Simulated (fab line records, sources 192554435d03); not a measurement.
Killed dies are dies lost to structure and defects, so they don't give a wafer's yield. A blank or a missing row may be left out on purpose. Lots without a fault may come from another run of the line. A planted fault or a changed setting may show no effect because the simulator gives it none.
fab line records | flow n5_finfet
record lots=6 wafers=18 last_day=18
route steps=1938 shown BEOL_M0_SAQP@634 BEOL_M4@1111 PASSIVATION@1936
lots that met no fault: from a run of the same line without faults
start_h: hours from the record's first day to the start of the lot's first wafer shown | wait_h: hours since the lot's step before | " the same as in the row above | L1.1+2: a row that stands for several wafers | - no value, or no start given | * or withheld: withheld | < > ~ a bound
route shown NAME@n: a module of which the file shows steps, and the number in the route of the first | usual: mean/standard deviation of fault-free wafers | same: alike in all rows | chamber/n: place in a boat | sites: the reading at each site | _std_site: their standard deviation | _edge_site: outer sites' mean less inner sites' | radius_mm: how far each site lies from the wafer's centre | mask NAME#n: copy n | behind: the tool/chamber that last shaped the wafer | hold: why the lot was held/for how many hours/how that ended | device: the transistor (n, p or np) that didn't switch | end of line: the same wafers' tests at the end of the route | a step without rows: its recipe alone | killed: dies lost to structure and defects at the first sort, not the wafer's yield | map: a wafer's dies, x killed, . not, _ none there
set.NAME: the setting as run; set.NAME@STEP: as run at that earlier step | model.NAME: the simulator's own value behind a step, which no gauge read
lots at some steps of the route; a table a step, a row a wafer
services: from which hour (start_h, from the record's first day; less than 0 if before it) a tool's chamber was out of use, for how many hours, and why
## steps
# step N5_BEOL_M0_SAQP_HM_DEP_02
# recipe material=TiN target_thk_a=120 temp_c=25 chamber_pressure_pa=0.49996
# usual throttle_valve_pct=29.8/0.79
# columns lot.wafer tool chamber start_h wait_h throttle_valve_pct
L498.4 pvd_sputter-03 - 107.59 0.5 29.6
L498.5 " - " " 29.5
L498.6 " - " " 30.9
L503.4 pvd_sputter-03 - 139.71 0.5 29.5
L503.5 " - " " 30.1
L503.6 " - " " 29.7
L510.1 pvd_sputter-01 - 184.24 1.3 30.6
L510.2 " - " " 30.1
L510.5 " - " " 29.0
L511.1 pvd_sputter-03 - 189.53 1.3 30.7
L511.5 " - " " 30.8
L511.6 " - " " 29.4
L514.1 pvd_sputter-01 - 207.24 2.8 30.1
L514.5 " - " " 31.0
L514.6 " - " " 29.4
L517.1 pvd_sputter-01 - 225.44 1.1 30.2
L517.3 " - " " 30.8
L517.5 " - " " 29.5
# step N5_BEOL_M0_SAQP_PECVD_03
# recipe material=SiCN target_thk_a=120 temp_c=withheld precursor=3MS/NH3 pressure_torr=3 rf_w=202 time_s=21.1
# usual showerhead_plenum_p_Torr=3.675/0.018 throttle_valve_pct=9.1/0.31
# same time_s=21.1
# columns lot.wafer tool chamber start_h wait_h showerhead_plenum_p_Torr throttle_valve_pct
L498.4 pecvd-02 2 107.73 0.1 3.637 8.7
L498.5 " 1 " " 3.674 9.6
L498.6 " 0 " " 3.679 9.1
L503.4 pecvd-03 2 139.86 0.1 3.665 8.4
L503.5 " 0 " " 3.657 8.9
L503.6 " 1 " " 3.666 9.2
L510.1 pecvd-03 1 184.38 0.1 3.663 9.6
L510.2 " 0 " " 3.653 9.1
L510.5 " 1 " " 3.660 9.3
L511.1 pecvd-02 1 189.65 0.1 3.680 9.4
L511.5 " 1 " " 3.682 9.7
L511.6 " 0 " " 3.671 9.4
L514.1 pecvd-04 1 207.36 0.1 3.673 9.0
L514.5 " 2 " " 3.702 8.7
L514.6 " 0 " " 3.694 9.1
L517.1 pecvd-04 1 225.57 0.1 3.670 8.8
L517.3 " 0 " " 3.684 9.0
L517.5 " 2 " " 3.702 8.9
# step N5_BEOL_M0_SAQP_PECVD_96
# recipe material=a-Si target_thk_a=450 temp_c=350 precursor=SiH4/He pressure_torr=3 rf_w=100 time_s=45.2
# usual heater_power_w=651/88 showerhead_plenum_p_Torr=5.71/0.069 throttle_valve_pct=18.2/0.56
# same time_s=45.2
# columns lot.wafer tool chamber start_h wait_h heater_power_w showerhead_plenum_p_Torr throttle_valve_pct
L498.4 pecvd-02 2 107.77 0.0 592 5.55 17.8
L498.5 " 1 " " 648 5.74 19.2
L498.6 " 0 " " 531 5.71 18.5
L503.4 pecvd-03 2 139.90 0.0 585 5.66 17.2
L503.5 " 0 " " 667 5.61 17.7
L503.6 " 1 " " 606 5.67 19.2
L510.1 pecvd-03 1 184.41 0.0 588 5.67 19.0
L510.2 " 0 " " 652 5.63 18.0
L510.5 " 1 " " 598 5.67 18.9
L511.1 pecvd-02 1 189.70 0.0 603 5.76 18.7
L511.5 " 1 " " 596 5.76 19.0
L511.6 " 0 " " 503 5.72 18.6
L514.1 pecvd-04 1 207.39 0.0 767 5.68 17.9
L514.5 " 2 " " 736 5.82 17.2
L514.6 " 0 " " 607 5.74 18.1
L517.1 pecvd-04 1 225.60 0.0 780 5.69 17.8
L517.3 " 0 " " 636 5.74 18.3
L517.5 " 2 " " 855 5.81 17.8
# step N5_BEOL_M0_SAQP_PECVD_97
# recipe material=SiNx target_thk_a=230 temp_c=350 precursor=SiH4/NH3/N2 pressure_torr=1.5 rf_w=300 time_s=19.9
# usual heater_power_w=583/93 showerhead_plenum_p_Torr=5.20/0.096 throttle_valve_pct=40.0/1.2
# same time_s=19.9
# columns lot.wafer tool chamber start_h wait_h heater_power_w showerhead_plenum_p_Torr throttle_valve_pct
L498.4 pecvd-02 2 107.81 0.0 499 5.01 39.1
L498.5 " 1 " " 551 5.25 42.0
L498.6 " 0 " " 526 5.20 41.1
L503.4 pecvd-03 2 139.94 0.0 511 5.13 37.9
L503.5 " 0 " " 566 5.07 39.7
L503.6 " 1 " " 564 5.16 41.6
L510.1 pecvd-03 1 184.45 0.0 558 5.16 41.7
L510.2 " 0 " " 532 5.07 39.5
L510.5 " 1 " " 575 5.15 41.5
L511.1 pecvd-02 1 189.77 0.0 537 5.23 41.9
L511.5 " 1 " " 537 5.24 42.1
L511.6 " 0 " " 459 5.21 40.8
L514.1 pecvd-04 1 207.43 0.0 681 5.16 39.2
L514.5 " 2 " " 673 5.35 38.5
L514.6 " 0 " " 504 5.22 40.0
L517.1 pecvd-04 1 225.65 0.0 709 5.17 39.1
L517.3 " 0 " " 497 5.24 39.9
L517.5 " 2 " " 768 5.36 39.0
# step N5_BEOL_M0_SAQP_PECVD_04
# recipe material=a-Si target_thk_a=600 temp_c=350 precursor=SiH4/He pressure_torr=3 rf_w=100 time_s=60.2
# step N5_BEOL_M0_SAQP_THK_MEAS_05
# usual thk_nm=60.4/0.91
# columns lot.wafer tool chamber start_h wait_h thk_nm
L498.4 film_metro-02 - 107.93 0.0 62.0
L498.5 " - " " 60.9
L498.6 " - " " 60.5
L503.4 film_metro-01 - 140.06 0.0 59.8
L503.5 " - " " 61.4
L503.6 " - " " 61.2
L510.1 film_metro-01 - 184.59 0.1 60.5
L510.2 " - " " 59.6
L510.5 " - " " 61.3
L511.1 film_metro-01 - 189.95 0.1 60.2
L511.5 " - " " 61.2
L511.6 " - " " 60.6
L514.1 film_metro-02 - 207.57 0.1 60.5
L514.5 " - " " 60.8
L514.6 " - " " 59.8
L517.1 film_metro-02 - 225.78 0.1 60.7
L517.3 " - " " 59.4
L517.5 " - " " 60.4
# step N5_BEOL_M0_SAQP_HM_DEP_111
# recipe material=SiO2 target_thk_a=120 temp_c=400 precursor=SiH4/N2O pressure_torr=0.75 rf_w=275 time_s=7.2
# usual heater_power_w=804/110 showerhead_plenum_p_Torr=8.23/0.19
# same time_s=7.2
# columns lot.wafer tool chamber start_h wait_h heater_power_w showerhead_plenum_p_Torr
L498.4 pecvd-02 1 107.99 0.1 741 8.37
L498.5 " 0 " " 755 8.30
L498.6 " 2 " " 739 7.87
L503.4 pecvd-04 1 140.12 0.1 931 8.20
L503.5 " 0 " " 785 8.34
L503.6 " 2 " " 1098 8.58
L510.1 pecvd-02 0 184.62 0.0 664 8.27
L510.2 " 1 " " 835 8.35
L510.5 " 1 " " 793 8.38
L511.1 pecvd-04 2 189.99 0.0 988 8.57
L511.5 " 2 " " 981 8.57
L511.6 " 0 " " 805 8.34
L514.1 pecvd-03 2 207.60 0.0 663 8.12
L514.5 " 0 " " 828 8.04
L514.6 " 2 " " 664 8.13
L517.1 pecvd-03 1 225.82 0.0 731 8.18
L517.3 " 0 " " 766 8.00
L517.5 " 1 " " 715 8.17
# step N5_BEOL_M0_SAQP_COAT_81
# recipe resist=SOC temp_c=250 time_s=60 spin_rpm=1500 resist_thk_nm=100
# step N5_BEOL_M0_SAQP_COAT_82
# recipe resist=SiARC temp_c=220 time_s=60 spin_rpm=1500 resist_thk_nm=30
# step N5_BEOL_M0_SAQP_COAT_08
# recipe resist=CAR-ArF spin_rpm=1500 resist_thk_nm=90
# step N5_BEOL_M0_SAQP_EBR_10
# recipe solvent=PGMEA ebr_width_mm=1.5
# step N5_BEOL_M0_SAQP_SOFTBAKE_09
# recipe temp_c=110 time_s=60 resist=CAR-ArF
# step N5_BEOL_M0_SAQP_EXPOSE_11
# recipe mask_id=M0_CORE na=1.35 source_shape=dipole sigma_inner=0.538 sigma_outer=0.738 polarization=te target_cd_nm=42 dose_mj=55
# same na=1.35
# columns lot.wafer tool chamber start_h wait_h mask model.BEOL_M0_SAQP.overlay_x_nm
L498.4+5+6 arfi_scanner-03 0 108.30 - M0_CORE#0 0
L503.4+5+6 arfi_scanner-01 0 140.43 - M0_CORE#0 -0.6
L510.1+2+5 arfi_scanner-03 0 184.84 - M0_CORE#0 19
L511.1+5+6 arfi_scanner-03 0 190.21 - M0_CORE#0 19.2
L514.1+5+6 arfi_scanner-01 0 207.92 - M0_CORE#0 0.2
L517.1+3+5 arfi_scanner-01 0 226.14 - M0_CORE#0 0.4
# step N5_BEOL_M0_SAQP_PEB_12
# recipe peb_temp_c=withheld peb_time_s=60 resist=CAR-ArF
# step N5_BEOL_M0_SAQP_DEVELOP_13
# recipe develop_time_s=30 developer=TMAH resist=CAR-ArF dev_temp_c=23 rinse_liquid=diw dry=air_spin
# step N5_BEOL_M0_SAQP_CD_MEAS_14
# recipe target_cd_nm=42.5 landing_energy_ev=500 detector=se_inlens
# usual cd_nm=42.5/0.44
# columns lot.wafer tool chamber start_h wait_h cd_nm
L498.4 cd_sem-01 0 108.41 - 42.6
L498.5 " 0 " " 42.8
L498.6 " 0 " " 43.3
L503.4 cd_sem-03 0 140.54 - 43.2
L503.5 " 0 " " 42.8
L503.6 " 0 " " 41.8
L510.1 cd_sem-01 0 184.97 - 41.8
L510.2 " 0 " " 41.0
L510.5 " 0 " " 41.6
L511.1 cd_sem-03 0 190.33 - 42.0
L511.5 " 0 " " 42.3
L511.6 " 0 " " 41.9
L514.1 cd_sem-01 0 208.05 - 42.7
L514.5 " 0 " " 42.2
L514.6 " 0 " " 42.8
L517.1 cd_sem-02 0 226.26 - 42.9
L517.3 " 0 " " 42.4
L517.5 " 0 " " 42.8
# step N5_BEOL_M0_SAQP_OVL_MEAS_15
# recipe points_per_wafer=44
# usual M0_CORE_OVL=0.5/0.87
# columns lot.wafer tool chamber start_h wait_h M0_CORE_OVL[nm]
L498.4 overlay-01 0 108.44 0.0 0.4
L498.5 " 0 " " -0.6
L498.6 " 0 " " -0.3
L503.4 overlay-02 0 140.57 0.0 0.8
L503.5 " 0 " " 0.5
L503.6 " 0 " " 1.6
L510.1 overlay-01 0 185.00 0.0 20.5
L510.2 " 0 " " 19.5
L510.5 " 0 " " 20.0
L511.1 overlay-01 0 190.36 0.0 21.3
L511.5 " 0 " " 18.7
L511.6 " 0 " " 19.3
L514.1 overlay-02 0 208.08 0.0 0.9
L514.5 " 0 " " 0.9
L514.6 " 0 " " 0.6
L517.1 overlay-02 0 226.29 0.0 2.1
L517.3 " 0 " " 1.6
L517.5 " 0 " " 2.7
# step N5_BEOL_M0_SAQP_INSPECT_16
# recipe mode=adi inspect_instrument=brightfield
# usual raw_defect_count=473/120
# columns lot.wafer tool chamber start_h wait_h raw_defect_count
L498.4 defect_inspect-01 - 108.46 0.0 488
L498.5 " - " " 501
L498.6 " - " " 535
L503.4 defect_inspect-01 - 140.60 0.0 478
L503.5 " - " " 496
L503.6 " - " " 503
L510.1 defect_inspect-02 - 185.02 0.0 319
L510.2 " - " " 454
L510.5 " - " " 454
L511.1 defect_inspect-01 - 190.39 0.0 536
L511.5 " - " " 508
L511.6 " - " " 556
L514.1 defect_inspect-01 - 208.10 0.0 470
L514.5 " - " " 557
L514.6 " - " " 703
L517.1 defect_inspect-01 - 226.32 0.0 564
L517.3 " - " " 601
L517.5 " - " " 443
# step N5_BEOL_M4_RC_MEAS_101
# usual DIBL_N=37.4/2.1 DIBL_P=37.8/2.5 IOFF_N=0.19/0.045 IOFF_P=0.24/0.05 ION_N=682/16 ION_P=467/11 SS_N=71.9/0.67 SS_P=73.6/0.76 VT_N=247/3.6 VT_P=-248/3.6
# columns lot.wafer tool chamber start_h wait_h DIBL_N[mV/V] DIBL_P[mV/V] IOFF_N[nA/um] IOFF_P[nA/um] ION_N[uA/um] ION_P[uA/um] SS_N[mV/dec] SS_P[mV/dec] VT_N[mV] VT_P[mV]
L498.4 prober-01 0 158.46 0.5 35.1 38.0 0.15 0.24 651 453 71.5 74.7 254 -250
L498.5 " 0 " " 37.9 39.7 0.20 0.26 666 457 71.5 75.3 246 -250
L498.6 " 0 " " 37.7 40.0 0.23 0.29 672 462 72.2 74.9 244 -246
L503.4 prober-02 0 191.56 0.5 34.0 35.7 0.15 0.22 661 465 71.8 73.2 247 -249
L503.5 " 0 " " 35.2 37.0 0.16 0.25 685 480 71.8 73.4 246 -246
L503.6 " 0 " " 36.0 35.8 0.17 0.22 683 470 71.3 73.1 247 -247
L510.1 prober-01 0 245.60 0.0 36.6 37.9 0.19 0.22 702 482 71.5 72.8 248 -251
L510.2 " 0 " " 37.0 37.3 0.17 0.21 688 470 72.2 73.3 250 -251
L510.5 " 0 " " 38.4 40.5 0.19 0.27 685 470 71.9 74.3 248 -249
L511.1 prober-02 0 254.64 0.9 36.9 37.0 0.17 0.20 672 455 72.0 73.3 246 -252
L511.5 " 0 " " 36.3 35.6 0.18 0.19 668 445 71.6 73.0 249 -254
L511.6 " 0 " " 37.3 36.5 0.18 0.19 663 452 72.1 73.0 247 -254
L514.1 prober-02 0 277.89 0.0 36.5 36.2 0.16 0.21 671 456 71.4 73.0 248 -249
L514.5 " 0 " " 35.5 37.2 0.16 0.24 666 464 70.8 74.1 249 -247
L514.6 " 0 " " 36.3 37.7 0.18 0.25 696 480 71.7 74.1 248 -246
L517.1 prober-01 0 292.34 0.0 36.4 34.8 0.14 0.20 664 463 71.1 72.9 253 -250
L517.3 " 0 " " 37.4 34.6 0.14 0.19 647 449 71.5 72.5 253 -252
L517.5 " 0 " " 35.5 33.2 0.12 0.17 652 445 70.9 72.1 255 -253
# step N5_PASSIVATION_PROBE_49
# usual defect_limited_yield=90.9/1.6 killed_at_M0_to_M3=34/10 killed_at_M4_up=13/5.4 killed_at_contacts=13/6 killed_at_front_end=42/13 killed_at_other=4/3.2 killed_dies=107/18 killed_open=69/14 killed_short=35/7.7 sort_bin_5_function=5.3/1 sort_bin_6_memory=3.3/0.75 sort_n_pass=1073/19 sort_yield_pct=90.9/1.6
# same gross_dies=1180 killed_at_back_side=0 sort_bin_4_leakage[%]=0 sort_bin_8_speed[%]=0
# columns lot.wafer tool chamber start_h wait_h defect_limited_yield[%] killed_at_M0_to_M3 killed_at_M4_up killed_at_contacts killed_at_front_end killed_at_other killed_dies killed_open killed_short sort_bin_5_function[%] sort_bin_6_memory[%] sort_n_pass sort_yield_pct[%]
L514.1 prober-02 - 374.66 0.0 89.0 43 12 8 57 10 130 82 38 7.2 3.7 1050 89.0
L514.5 prober-02 - 374.86 0.2 89.2 45 10 13 58 2 128 96 32 5.9 4.8 1052 89.2
L514.6 prober-02 - 374.91 0.3 89.4 46 13 10 47 9 125 89 33 6.8 3.4 1055 89.4
# killed by level:class
L514.1 FIN_SAQP:geometric_particle:open=15 STI_FIN_REVEAL:geometric_particle:open=12 BEOL_M3:geometric_particle:open=12 BEOL_M0_SAQP:geometric_particle:short=8 BEOL_M0_SAQP:geometric_particle:open=8 BEOL_M1:geometric_particle:open=8 FIN_CUT:area_etch=8 GATE_CUT:geometric_particle:short=5
L514.5 FIN_SAQP:geometric_particle:open=18 STI_FIN_REVEAL:geometric_particle:open=17 BEOL_M2:geometric_particle:open=15 BEOL_M3:geometric_particle:open=10 MOL_CONTACT_COAG:geometric_particle:open=10 BEOL_M0_SAQP:geometric_particle:short=7 DUMMY_GATE:geometric_particle:open=5 FIN_SAQP:geometric_particle:short=4
L514.6 BEOL_M3:geometric_particle:open=16 STI_FIN_REVEAL:geometric_particle:open=12 BEOL_M0_SAQP:geometric_particle:short=7 BEOL_M0_SAQP:geometric_particle:open=7 BEOL_M2:geometric_particle:open=6 FIN_SAQP:geometric_particle:open=5 DUMMY_GATE:geometric_particle:open=5 SPACER0:geometric_particle:open=5
## services
# columns tool chamber start_h hours kind
arfi_scanner-01 - 83.93 1.0 pm
arfi_scanner-03 0 86.40 - calibration
arfi_scanner-01 0 91.21 - calibration
arfi_scanner-03 - 111.83 0.8 pm
pecvd-04 2 127.01 2.1 scheduled_down
arfi_scanner-01 - 128.22 0.3 repair
pecvd-04 - 139.50 0.5 repair
pecvd-02 - 140.79 14.6 pm
arfi_scanner-03 - 149.99 1.0 pm
arfi_scanner-03 - 152.13 4.9 pm
arfi_scanner-03 - 158.82 1.3 pm
pecvd-03 2 165.01 2.1 scheduled_down
pecvd-02 2 166.02 23.7 repair
pecvd-04 0 174.90 2.1 scheduled_down
pecvd-03 0 175.21 5.5 scheduled_down
arfi_scanner-01 - 179.23 1.3 pm
pecvd-04 - 182.39 1.5 repair
pecvd-04 1 188.20 4.6 repair
pecvd-03 1 189.02 5.5 scheduled_down
arfi_scanner-01 - 191.54 1.0 pm
pecvd-04 1 194.61 2.1 scheduled_down
pecvd-02 0 200.13 5.0 scheduled_down
arfi_scanner-01 - 217.25 0.8 pm
## key
first_sign step=N5_BEOL_M0_SAQP_OVL_MEAS_15 reading=M0_CORE_OVL direction=up sigmas=22 usual=0.5 struck=19.9
effect none on later readings
model_effect step=N5_BEOL_M0_SAQP_EXPOSE_11 value=BEOL_M0_SAQP.overlay_x_nm without=-0.1 struck=19.1
met_at N5_BEOL_M0_SAQP_EXPOSE_11
struck_wafers L510.1,L510.2,L510.5,L511.1,L511.5,L511.6
rows_end L510.1,L510.2,L510.5,L511.1,L511.5,L511.6
onset_between 108.30 184.84
fault kind=scanner_matching_overlay tool=arfi_scanner-03 chamber=- onset_h=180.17 steps=N5_BEOL_M0_SAQP_EXPOSE_11 offset=19.148
# rows_end: these wafers met a further fault down the route, and their rows from its step on are left out
